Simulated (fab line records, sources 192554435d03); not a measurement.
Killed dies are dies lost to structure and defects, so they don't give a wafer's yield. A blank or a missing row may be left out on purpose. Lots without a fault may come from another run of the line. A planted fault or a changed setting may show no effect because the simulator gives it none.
fab line records | flow n5_finfet
record lots=5 wafers=14 last_day=18
route steps=1938 shown BEOL_M6@1241 PASSIVATION@1936
lots that met no fault: from a run of the same line without faults
start_h: hours from the record's first day to the start of the lot's first wafer shown | wait_h: hours since the lot's step before | " the same as in the row above | L1.1+2: a row that stands for several wafers | - no value, or no start given | * or withheld: withheld | < > ~ a bound
route shown NAME@n: a module of which the file shows steps, and the number in the route of the first | usual: mean/standard deviation of fault-free wafers | same: alike in all rows | chamber/n: place in a boat | sites: the reading at each site | _std_site: their standard deviation | _edge_site: outer sites' mean less inner sites' | radius_mm: how far each site lies from the wafer's centre | mask NAME#n: copy n | behind: the tool/chamber that last shaped the wafer | hold: why the lot was held/for how many hours/how that ended | device: the transistor (n, p or np) that didn't switch | end of line: the same wafers' tests at the end of the route | a step without rows: its recipe alone | killed: dies lost to structure and defects at the first sort, not the wafer's yield | map: a wafer's dies, x killed, . not, _ none there
set.NAME: the setting as run; set.NAME@STEP: as run at that earlier step | model.NAME: the simulator's own value behind a step, which no gauge read
lots at some steps of the route; a table a step, a row a wafer
services: from which hour (start_h, from the record's first day; less than 0 if before it) a tool's chamber was out of use, for how many hours, and why
## steps
# step N5_BEOL_M6_STRIP_80
# recipe chemistry=N2/H2 time_s=10 power_w=450 temp_c=40 pressure_mtorr=20 rf_frequency_hz=6e+07 bias_power_w=7 n2_flow_sccm=200 h2_flow_sccm=200
# usual drypump_motor_current_A=5.9/0.5 oes_product_au=0.79/0.074 rf_vpp_V=59.3/0.85 showerhead_plenum_p_Torr=2.59/0.083 throttle_valve_pct=23.5/0.46
# columns lot.wafer tool chamber start_h wait_h drypump_motor_current_A oes_product_au rf_hours_counter_h rf_vpp_V showerhead_plenum_p_Torr throttle_valve_pct
L231.2 rie_diel-06 0 - - 6.3 0.71 215 58.3 2.63 24.1
L231.4 " 3 " " 5.1 0.75 188 61.2 2.65 24.0
L234.2 rie_diel-05 1 - - 5.8 0.73 170 59.6 2.64 24.2
L234.3 " 2 " " 5.4 0.81 96 57.9 2.46 23.3
L234.4 " 1 " " 5.9 0.73 - 60.2 2.64 24.2
L243.4 rie_diel-05 2 - - 5.4 0.79 116 58.2 2.45 23.3
L243.5 " 0 " " 6.2 0.82 - 60.0 2.65 23.0
L243.6 " 3 " " 5.9 0.70 - 59.7 2.58 22.7
L248.3 rie_diel-04 2 - - 6.3 0.76 146 58.3 2.68 23.8
L248.4 " 1 " " 5.8 0.92 29 60.0 2.60 23.6
L248.6 " 1 " " 5.8 0.92 - 58.7 2.60 23.6
L250.2 rie_diel-04 0 - - 5.0 0.80 102 58.4 2.42 23.3
L250.4 " 2 " " 6.3 0.76 148 60.5 2.68 23.8
L250.6 " 0 " " 5.0 0.80 - 58.4 2.42 23.3
# step N5_BEOL_M6_OCD_MEAS_38
# usual trench_depth_nm=94.8/1.9
# columns lot.wafer tool chamber start_h wait_h trench_depth_nm
L231.2 ocd-02 - 224.71 - 94.1
L231.4 " - " " 95.6
L234.2 ocd-02 - 241.69 - 95.8
L234.3 " - " " 95.4
L234.4 " - " " 96.1
L243.4 ocd-01 - 291.99 - 94.4
L243.5 " - " " 92.0
L243.6 " - " " 91.4
L248.3 ocd-02 - 334.61 - 94.6
L248.4 " - " " 93.7
L248.6 " - " " 92.9
L250.2 ocd-01 - 339.41 - 94.5
L250.4 " - " " 93.5
L250.6 " - " " 93.3
# step N5_BEOL_M6_HM_STRIP_39
# recipe chemistry=peroxide_tin_strip material=TiN target_depth_a=250 temp_c=50 time_s=158
# step N5_BEOL_M6_SRD_40
# recipe time_s=30 temp_c=23 rinse_liquid=diw dry=ipa_marangoni
# step N5_BEOL_M6_PRECLEAN_42
# recipe chemistry=residue_remover time_s=60 temp_c=40
# step N5_BEOL_M6_SRD_43
# recipe time_s=30 temp_c=23 rinse_liquid=diw dry=ipa_marangoni
# step N5_BEOL_M6_CD_MEAS_35
# recipe target_cd_nm=40 target_cd_y_nm=28 polarity=opening
# usual cd_nm=40.0/0.66
# columns lot.wafer tool chamber start_h wait_h cd_nm
L231.2 cd_sem-02 - 224.86 0.0 40.2
L231.4 " - " " 41.0
L234.2 cd_sem-01 - 241.84 0.0 41.3
L234.3 " - " " 40.4
L234.4 " - " " 39.8
L243.4 cd_sem-01 - 292.15 0.0 39.9
L243.5 " - " " 41.1
L243.6 " - " " 40.4
L248.3 cd_sem-02 - 334.77 0.0 39.9
L248.4 " - " " 39.4
L248.6 " - " " 40.3
L250.2 cd_sem-02 - 339.56 0.0 40.0
L250.4 " - " " 39.7
L250.6 " - " " 39.8
# step N5_BEOL_M6_CURE_75
# recipe temp_c=370 time_s=120 ambient=DMADMS/He material=SiCOH_lowk
# usual lamp_power_pct=52.31/0.054 wafer_temp_C_max=371.6/0.63
# columns lot.wafer tool chamber start_h wait_h lamp_power_pct wafer_temp_C_max
L231.2 uv_cure-01 1 224.95 0.1 52.43 372.0
L231.4 " 1 " " 52.29 371.5
L234.2 uv_cure-01 1 241.98 0.1 52.24 371.6
L234.3 " 1 " " 52.25 372.0
L234.4 " 1 " " 52.24 371.6
L243.4 uv_cure-02 2 292.33 0.2 52.36 370.9
L243.5 " 2 " " 52.27 371.4
L243.6 " 2 " " 52.23 370.8
L248.3 uv_cure-02 2 334.91 0.1 52.48 370.8
L248.4 " 2 " " 52.36 370.7
L248.6 " 2 " " 52.30 371.2
L250.2 uv_cure-03 2 339.65 0.1 52.33 373.0
L250.4 " 2 " " 52.33 372.5
L250.6 " 2 " " 52.37 374.1
# step N5_BEOL_M6_DEGAS_44
# recipe ambient=vacuum temp_c=250 time_s=60
# step N5_BEOL_M6_PRE_CLEAN_45
# recipe gas=H2/He time_s=30 temp_c=250
# usual heater_power_w=366/27 susceptor_temp_C=250.00/0.18
# columns lot.wafer tool chamber start_h wait_h heater_power_w susceptor_temp_C
L231.2 pvd_sputter-03 - 225.30 0.0 331 250.05
L231.4 " - " " 407 250.09
L234.2 pvd_sputter-01 - 242.60 0.0 414 250.05
L234.3 " - " " 393 250.15
L234.4 " - " " 371 249.82
L243.4 pvd_sputter-01 - 292.94 0.0 360 250.28
L243.5 " - " " 407 250.12
L243.6 " - " " 409 249.99
L248.3 pvd_sputter-01 - 335.25 0.0 380 250.18
L248.4 " - " " 406 250.11
L248.6 " - " " 405 250.26
L250.2 pvd_sputter-03 - 340.07 0.0 367 250.01
L250.4 " - " " 332 250.08
L250.6 " - " " 395 249.79
# step N5_BEOL_M6_ALD_77
# recipe material=TaN target_thk_a=20 temp_c=275 ald_precursor_family=PDMAT ald_co_reactant=NH3 pressure_torr=3 carrier_flow_sccm=1500 pulse_time_s=2 purge_time_s=3 co_reactant_purge_time_s=2 co_reactant_pulse_time_s=3 ald_cycles=40 precursor_vessel_temp_c=75 precursor_vessel_pressure_torr=26.25 precursor_vessel_carrier_sccm=1000
# step N5_BEOL_M6_SURFACE_TREAT_79
# recipe gas=Ar time_s=* ion_energy_ev=* ion_current_ma_cm2=0.5 pressure_mtorr=* ar_flow_sccm=30
# usual ar_flow_sccm=29.99/0.094 throttle_valve_pct=*
# columns lot.wafer tool chamber start_h wait_h ar_flow_sccm throttle_valve_pct
L231.2 pvd_sputter-03 - 225.78 0.3 29.93 *
L231.4 " - " " 30.06 *
L234.2 pvd_sputter-01 - 243.32 0.4 29.79 *
L234.3 " - " " 30.17 *
L234.4 " - " " 29.88 *
L243.4 pvd_sputter-02 - 293.35 0.2 30.02 *
L243.5 " - " " 30.02 *
L243.6 " - " " 29.96 *
L248.3 pvd_sputter-03 - 335.71 0.3 30.11 *
L248.4 " - " " 29.94 *
L248.6 " - " " 29.82 *
L250.2 pvd_sputter-02 - 340.50 0.2 29.88 *
L250.4 " - " " 30.07 *
L250.6 " - " " 30.15 *
# step N5_BEOL_M6_CVD_78
# recipe material=Co target_thk_a=20 temp_c=withheld precursor=CCTBA/H2 pressure_torr=30 time_s=142.3
# usual run_length_s=165.4/0.53
# columns lot.wafer tool chamber start_h wait_h run_length_s
L231.2 cvd_co-01 1 225.95 0.2 165.4
L231.4 " 1 " " 165.6
L234.2 cvd_co-01 0 243.61 0.3 165.9
L234.3 " 2 " " 164.9
L234.4 " 0 " " 165.8
L243.4 cvd_co-01 2 293.46 0.1 243.3
L243.5 " 1 " " 165.2
L243.6 " 0 " " 243.8
L248.3 cvd_co-02 2 335.82 0.1 164.6
L248.4 " 0 " " 165.2
L248.6 " 2 " " 164.6
L250.2 cvd_co-02 2 340.57 0.0 164.6
L250.4 " 0 " " 165.6
L250.6 " 0 " " 165.3
# step N5_BEOL_M6_SPUTTER_48
# recipe material=Cu target_thk_a=100 temp_c=-20 bias_v=60 power_w=26000 chamber_pressure_pa=0.13 time_s=1.667
# usual chuck_sensor_temp_C=-16.1/0.43 susceptor_temp_C=-19.99/0.1 throttle_valve_pct=29.7/1
# columns lot.wafer tool chamber start_h wait_h chuck_sensor_temp_C susceptor_temp_C throttle_valve_pct
L231.2 pvd_sputter-02 - 226.07 0.1 -16.4 -19.90 28.5
L231.4 " - " " -16.4 -19.98 29.7
L234.2 pvd_sputter-01 - 243.80 0.1 -15.7 -20.13 27.7
L234.3 " - " " -16.2 -19.83 30.9
L234.4 " - " " -15.2 -20.04 29.6
L243.4 pvd_sputter-02 - 293.55 0.0 -16.3 -20.10 28.7
L243.5 " - " " -15.7 -19.80 30.3
L243.6 " - " " -16.3 -20.04 29.8
L248.3 pvd_sputter-01 - 335.99 0.1 -15.2 -19.93 29.2
L248.4 " - " " -15.7 -19.91 31.0
L248.6 " - " " -15.9 -19.97 30.8
L250.2 pvd_sputter-02 - 340.84 0.2 -16.3 -19.96 28.7
L250.4 " - " " -15.7 -19.93 30.1
L250.6 " - " " -16.5 -19.90 28.6
# step N5_PASSIVATION_PROBE_49
# usual defect_limited_yield=91.3/1.4 killed_at_M0_to_M3=33/9.9 killed_at_M4_up=15/5.6 killed_at_contacts=13/5.7 killed_at_front_end=38/12 killed_at_other=4/3.1 killed_dies=103/17 killed_open=66/13 killed_short=32/7.8 sort_bin_4_leakage=0.02/0.16 sort_bin_5_function=5.1/0.95 sort_bin_6_memory=3.2/0.68 sort_n_pass=1077/17 sort_yield_pct=91.3/1.5
# same gross_dies=1180 killed_at_back_side=0 sort_bin_8_speed[%]=0
# columns lot.wafer tool chamber start_h wait_h defect_limited_yield[%] killed_at_M0_to_M3 killed_at_M4_up killed_at_contacts killed_at_front_end killed_at_other killed_dies killed_open killed_short sort_bin_4_leakage[%] sort_bin_5_function[%] sort_bin_6_memory[%] sort_n_pass sort_yield_pct[%]
L231.2 prober-01 - 305.38 0.1 89.8 33 12 18 49 8 120 84 35 0 6.4 3.5 1060 89.8
L231.4 prober-01 - 305.48 0.2 89.1 26 14 31 55 3 129 88 38 0 6.0 4.4 1051 89.1
L234.2 prober-01 - 324.90 0.1 91.7 31 31 8 27 1 98 70 22 0.08 4.9 2.8 1081 91.6
L234.3 prober-01 - 324.95 0.1 90.3 24 23 14 48 5 114 82 28 0 6.2 3.4 1066 90.3
L234.4 prober-01 - 325.00 0.2 93.4 16 25 8 25 4 78 47 23 0 4.1 2.4 1102 93.4
L243.4 prober-01 - 379.96 0.2 92.3 21 14 16 32 8 91 70 19 0 4.9 2.6 1089 92.3
L243.5 prober-01 - 380.01 0.2 91.4 48 20 6 26 1 101 63 34 0 4.7 3.6 1079 91.4
L243.6 prober-01 - 380.06 0.3 89.4 55 18 8 43 1 125 81 43 0 5.4 4.5 1055 89.4
L248.3 prober-01 - 419.10 0.1 90.4 25 12 13 58 5 113 65 43 0 5.0 4.3 1067 90.4
L248.4 prober-01 - 419.15 0.2 90.9 44 16 5 34 8 107 75 29 0 4.8 3.6 1073 90.9
L248.6 prober-01 - 419.25 0.3 89.6 41 10 18 49 5 123 76 43 0 5.8 4.2 1057 89.6
L250.2 prober-02 - 432.57 0.1 90.2 29 7 10 63 7 116 64 41 0 5.2 3.2 1064 90.2
L250.4 prober-02 - 432.67 0.2 90.7 26 8 15 59 2 110 86 20 0 5.9 3.1 1070 90.7
L250.6 prober-02 - 432.77 0.3 93.0 20 14 10 39 0 83 59 18 0 4.1 2.5 1097 93.0
# killed by level:class
L231.2 MOL_CONTACT_COAG:geometric_particle:open=14 STI_FIN_REVEAL:geometric_particle:open=13 FIN_SAQP:geometric_particle:short=9 FIN_SAQP:geometric_particle:open=7 BEOL_M0_SAQP:geometric_particle:open=7 BEOL_M0_SAQP:geometric_particle:short=7 BEOL_M1:geometric_particle:open=6 BEOL_M3:geometric_particle:open=6
L231.4 MOL_CONTACT_COAG:geometric_particle:open=26 FIN_SAQP:geometric_particle:open=7 STI_FIN_REVEAL:geometric_particle:open=7 DUMMY_GATE:geometric_particle:open=7 BEOL_M0_SAQP:geometric_particle:open=6 BEOL_M1:geometric_particle:open=6 FIN_SAQP:geometric_particle:short=5 GATE_CUT:geometric_particle:short=5
L234.2 BEOL_M3:geometric_particle:open=13 BEOL_M4:geometric_particle:open=12 MOL_CONTACT_COAG:geometric_particle:open=7 BEOL_M7:geometric_particle:open=6 STI_FIN_REVEAL:geometric_particle:open=5 BEOL_M3:geometric_particle:short=5 FIN_SAQP:geometric_particle:open=4 FIN_SAQP:geometric_particle:short=4
L234.3 FIN_SAQP:geometric_particle:open=13 MOL_CONTACT_COAG:geometric_particle:open=13 FIN_SAQP:geometric_particle:short=10 BEOL_M4:geometric_particle:open=9 BEOL_M2:geometric_particle:open=7 STI_FIN_REVEAL:geometric_particle:open=6 BEOL_M3:geometric_particle:open=6 DUMMY_GATE:geometric_particle:open=5
L234.4 BEOL_M4:geometric_particle:open=10 MOL_CONTACT_COAG:geometric_particle:open=6 GATE_CUT:geometric_particle:short=5 BEOL_M2:geometric_particle:open=5 FIN_SAQP:geometric_particle:open=4 BEOL_M1:geometric_particle:open=4 ILD0:geometric_particle:open=3 BEOL_M3:geometric_particle:open=3
L243.4 MOL_CONTACT_COAG:geometric_particle:open=12 DUMMY_GATE:geometric_particle:open=10 STI_FIN_REVEAL:geometric_particle:open=7 BEOL_M2:geometric_particle:open=7 BEOL_M3:geometric_particle:open=6 BEOL_M5:geometric_particle:open=6 BEOL_M4:geometric_particle:open=5 MOL_CONTACT_COAG:geometric_particle:short=4
L243.5 BEOL_M2:geometric_particle:open=12 STI_FIN_REVEAL:geometric_particle:open=11 BEOL_M4:geometric_particle:open=10 BEOL_M0_SAQP:geometric_particle:short=9 BEOL_M0:geometric_particle:open=7 BEOL_M1:geometric_particle:open=6 MOL_CONTACT_COAG:geometric_particle:open=5 BEOL_M2:geometric_particle:short=5
L243.6 BEOL_M2:geometric_particle:open=17 BEOL_M0_SAQP:geometric_particle:short=15 STI_FIN_REVEAL:geometric_particle:open=12 BEOL_M0_SAQP:geometric_particle:open=9 FIN_SAQP:geometric_particle:open=8 DUMMY_GATE:geometric_particle:open=7 MOL_CONTACT_COAG:geometric_particle:open=5 BEOL_M4:geometric_particle:open=5
L248.3 GATE_CUT:geometric_particle:short=10 STI_FIN_REVEAL:geometric_particle:open=9 FIN_SAQP:geometric_particle:open=8 MOL_CONTACT_COAG:geometric_particle:open=8 DUMMY_GATE:geometric_particle:open=7 BEOL_M0_SAQP:geometric_particle:short=7 BEOL_M0_SAQP:geometric_particle:open=6 FIN_SAQP:geometric_particle:short=5
L248.4 STI_FIN_REVEAL:geometric_particle:open=13 BEOL_M0_SAQP:geometric_particle:open=9 BEOL_M1:geometric_particle:open=8 BEOL_M0_SAQP:geometric_particle:short=7 BEOL_M3:geometric_particle:open=7 BEOL_M4:geometric_particle:open=7 BEOL_M2:geometric_particle:open=6 FIN_SAQP:geometric_particle:open=5
L248.6 STI_FIN_REVEAL:geometric_particle:open=15 MOL_CONTACT_COAG:geometric_particle:open=11 BEOL_M0_SAQP:geometric_particle:short=10 BEOL_M0_SAQP:geometric_particle:open=10 FIN_SAQP:geometric_particle:open=6 BEOL_M3:geometric_particle:open=6 FIN_SAQP:geometric_particle:short=5 MOL_CONTACT_COAG:geometric_particle:short=5
L250.2 STI_FIN_REVEAL:geometric_particle:open=14 FIN_SAQP:geometric_particle:short=9 BEOL_M0_SAQP:geometric_particle:open=9 HKMG_FIN:area_etch=9 MOL_CONTACT_COAG:geometric_particle:open=7 BEOL_M2:geometric_particle:open=7 STI_FIN_REVEAL:geometric_particle:short=6 BEOL_M0_SAQP:geometric_particle:short=6
L250.4 STI_FIN_REVEAL:geometric_particle:open=21 FIN_SAQP:geometric_particle:open=13 MOL_CONTACT_COAG:geometric_particle:open=12 BEOL_M2:geometric_particle:open=5 BEOL_M3:geometric_particle:open=5 FIN_SAQP:geometric_particle:short=4 BEOL_M0_SAQP:geometric_particle:short=4 BEOL_M0_SAQP:geometric_particle:open=4
L250.6 STI_FIN_REVEAL:geometric_particle:open=13 FIN_SAQP:geometric_particle:open=11 MOL_CONTACT_COAG:geometric_particle:open=8 BEOL_M0_SAQP:geometric_particle:short=5 BEOL_M4:geometric_particle:open=5 BEOL_M2:geometric_particle:open=4 BEOL_M3:geometric_particle:open=4 BEOL_M1:geometric_particle:open=3
## services
# columns tool chamber start_h hours kind
uv_cure-01 - 211.36 3.4 pm
pvd_sputter-03 - 216.20 4.0 repair
rie_diel-04 1 235.11 - clean
rie_diel-04 1 235.11 - consumable_replace:focus_ring
rie_diel-04 1 235.11 19.4 scheduled_down
rie_diel-04 1 235.11 19.4 vent_cycle
uv_cure-03 - 245.83 0.7 repair
uv_cure-02 - 251.43 5.2 repair
uv_cure-03 - 266.58 0.9 repair
rie_diel-06 0 268.22 15.3 repair
rie_diel-06 2 293.88 4.3 repair
rie_diel-05 3 296.99 - clean
rie_diel-05 3 296.99 - consumable_replace:focus_ring
rie_diel-05 3 296.99 14.1 scheduled_down
rie_diel-05 3 296.99 14.1 vent_cycle
rie_diel-05 2 297.03 9.6 repair
rie_diel-06 2 304.45 10.4 repair
cvd_co-01 2 326.13 10.9 repair
cvd_co-02 1 333.33 - clean
cvd_co-02 1 333.33 22.0 scheduled_down
cvd_co-02 1 333.33 22.0 vent_cycle
rie_diel-06 0 336.64 - clean
rie_diel-06 0 336.64 - consumable_replace:focus_ring
rie_diel-06 0 336.64 35.3 scheduled_down
## key
first_sign step=N5_BEOL_M6_CVD_78 reading=run_length_s direction=up sigmas=99+ usual=* struck=*
effect none on later readings
met_at N5_BEOL_M6_CVD_78
struck_wafers L243.4,L243.6
onset_between 243.61 293.46
fault kind=process_parameter_drift tool=cvd_co-01 chamber=- onset_h=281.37 steps=N5_BEOL_M6_CVD_78 channel=time_s offset=* shape=step end_h=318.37 scope=struck_wafers_only acts_in=* stated=*
